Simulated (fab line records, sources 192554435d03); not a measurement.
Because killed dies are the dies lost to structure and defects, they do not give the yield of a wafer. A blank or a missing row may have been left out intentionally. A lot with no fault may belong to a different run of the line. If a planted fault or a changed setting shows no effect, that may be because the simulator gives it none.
Chamber matching -- flow n5Finfet -- 4 sister chambers for N5_BEOL_M10_ETCH_66 on rieDiel-02
The step etches SOC in N2/H2, target depth 120 nm, overetch 24 nm, time 180 s. 33 wafers are shown with their chamber, then 12 later ones without.

## WAFERS, EACH WITH ITS CHAMBER
wafer,chamber,drypumpMotorCurrentA (A),showerheadPlenumPTorr (Torr),throttleValvePct (%)
L074.2,3,5.7,2.46,17.30
L074.3,0,6.3,2.54,17.79
L074.5,2,5.3,2.63,17.59
L077.1,0,6.3,2.53,17.85
L077.2,3,5.7,2.45,17.33
L077.5,3,5.7,2.45,17.32
L083.1,3,5.7,2.45,17.33
L083.2,2,5.2,2.62,17.63
L083.5,2,5.2,2.62,17.62
L081.1,0,6.3,2.53,17.84
L081.2,3,5.7,2.45,17.35
L081.4,1,5.5,2.51,17.95
L079.1,0,6.3,2.53,17.85
L079.2,2,5.2,2.62,17.63
L079.3,1,5.5,2.51,17.95
L082.1,3,5.7,2.45,17.34
L082.2,2,5.3,2.62,17.62
L082.5,1,5.5,2.51,17.95
L085.3,1,5.5,2.50,17.99
L085.5,0,6.4,2.52,17.87
L085.6,1,5.5,2.50,17.98
L088.1,0,6.3,2.52,17.87
L088.2,1,5.5,2.50,17.98
L088.4,2,5.2,2.62,17.65
L087.4,2,5.2,2.62,17.65
L087.5,0,6.4,2.52,17.87
L087.6,1,5.5,2.50,17.98
L089.1,0,6.3,2.52,17.89
L089.3,2,5.2,2.61,17.68
L089.5,0,6.3,2.52,17.91
L094.1,1,5.5,2.50,18.00
L094.2,3,5.7,2.44,17.37
L094.3,0,6.3,2.51,17.90

SIGNATURES, as means of the wafers listed above
reading,chamber 0,chamber 1,chamber 2,chamber 3,scatter within a chamber
drypumpMotorCurrentA,6.320,5.500,5.225,5.700,0.0327
showerheadPlenumPTorr,2.5240,2.5038,2.6200,2.4500,0.00651
throttleValvePct,17.8640,17.9725,17.6337,17.3343,0.0271
Rule: distance of a wafer from a chamber = root of the sum over the readings of ((wafer's reading minus chamber's mean) / reading's scatter) squared. The wafer belongs to the nearest chamber; if the next one is less than 2 further off, it can't be placed. The scatter: take each reading less its chamber's mean, square it, sum over the shown wafers, divide by the number of wafers less the number of chambers, and take the root.

## WAFERS MISSING THEIR CHAMBER
wafer,drypumpMotorCurrentA (A),showerheadPlenumPTorr (Torr),throttleValvePct (%)
L094.4,5.2,2.61,17.68
L094.5,5.2,2.61,17.70
L094.6,5.5,2.50,18.00
L092.3,5.2,2.61,17.69
L092.4,5.5,2.50,18.01
L092.5,5.5,2.50,18.02
L095.1,5.2,2.61,17.69
L095.5,5.7,2.44,17.36
L095.6,5.2,2.61,17.69
L096.3,5.5,2.49,18.03
L096.5,5.7,2.44,17.38
L096.6,5.2,2.61,17.69

## WHICH CHAMBER EACH ONE RAN IN
wafer,from the rows above,in truth
L094.4,2,2
L094.5,2,2
L094.6,1,1
L092.3,2,2
L092.4,1,1
L092.5,1,1
L095.1,2,2
L095.5,3,3
L095.6,2,2
L096.3,1,1
L096.5,3,3
L096.6,2,2
12 of 12 placed correctly. Left unplaced by these rows: 0. Placed wrongly: 0.
